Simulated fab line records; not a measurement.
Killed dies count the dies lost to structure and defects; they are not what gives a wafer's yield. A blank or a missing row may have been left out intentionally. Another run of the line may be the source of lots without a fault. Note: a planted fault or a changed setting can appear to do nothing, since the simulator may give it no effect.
Which of the tools did it? | flow n5 finfet | 33 wafers from 11 lots sampled at 2 of the route's 1938 steps

== WHAT EACH GAUGE READ, for each wafer ==
N5_BEOL_M10_THK_MEAS_01.
lot  | measured     | on            | M10_ILD_THK (nm)
L390 | day 9 21:30  | film metro-01 | 267 270 271
L391 | day 9 21:43  | film metro-01 | 264 267 266
L392 | day 10 04:11 | film metro-02 | 267 266 269
L393 | day 10 16:07 | film metro-02 | 271 277 276
L394 | day 11 01:01 | film metro-01 | 263 265 267
L395 | day 11 10:15 | film metro-01 | 269 273 272
L398 | day 12 04:03 | film metro-02 | 271 271 274
L399 | day 12 09:55 | film metro-02 | 264 264 268
L400 | day 12 17:41 | film metro-02 | 266 262 262
L408 | day 14 04:12 | film metro-02 | 267 268 271
L411 | day 15 11:36 | film metro-01 | 266 264 264

== WHICH TOOL RAN EACH LOT (tool, then ch and the chambers of the sampled wafers, then the start) ==
lot  | N5_BEOL_M9_SURFACE_TREAT_79
L390 | pvd sputter-02, day 9 19:38
L391 | pvd sputter-03, day 9 19:56
L392 | pvd sputter-01, day 10 02:20
L393 | pvd sputter-01, day 10 13:20
L394 | pvd sputter-01, day 10 23:05
L395 | pvd sputter-03, day 11 08:22
L398 | pvd sputter-02, day 12 00:31
L399 | pvd sputter-02, day 12 07:59
L400 | pvd sputter-03, day 12 15:28
L408 | pvd sputter-01, day 14 00:52
L411 | pvd sputter-01, day 15 09:07
- N5_BEOL_M9_SURFACE_TREAT_79

== THE ANSWER, worked out from the rows above alone ==
Rule: usual is defined by the lots themselves. Put in order of their means at a reading, lots are off if they are a third of the lots or fewer, leave a main group of 4 or more, and stand apart from it by a gap of 3 or more times the standard deviation of the main group's means; of several such gaps the widest counts. Not used: any main group whose means are identical at the precision the tables above print for the reading. Also off: a lot with no number at a reading for which 4 or more lots have one. Any other lot the step has rows for is counted as sound.
None of the lots is off at any reading shown; this tells nothing.

== WHAT HAD BEEN PUT IN BY THE SIMULATOR ==
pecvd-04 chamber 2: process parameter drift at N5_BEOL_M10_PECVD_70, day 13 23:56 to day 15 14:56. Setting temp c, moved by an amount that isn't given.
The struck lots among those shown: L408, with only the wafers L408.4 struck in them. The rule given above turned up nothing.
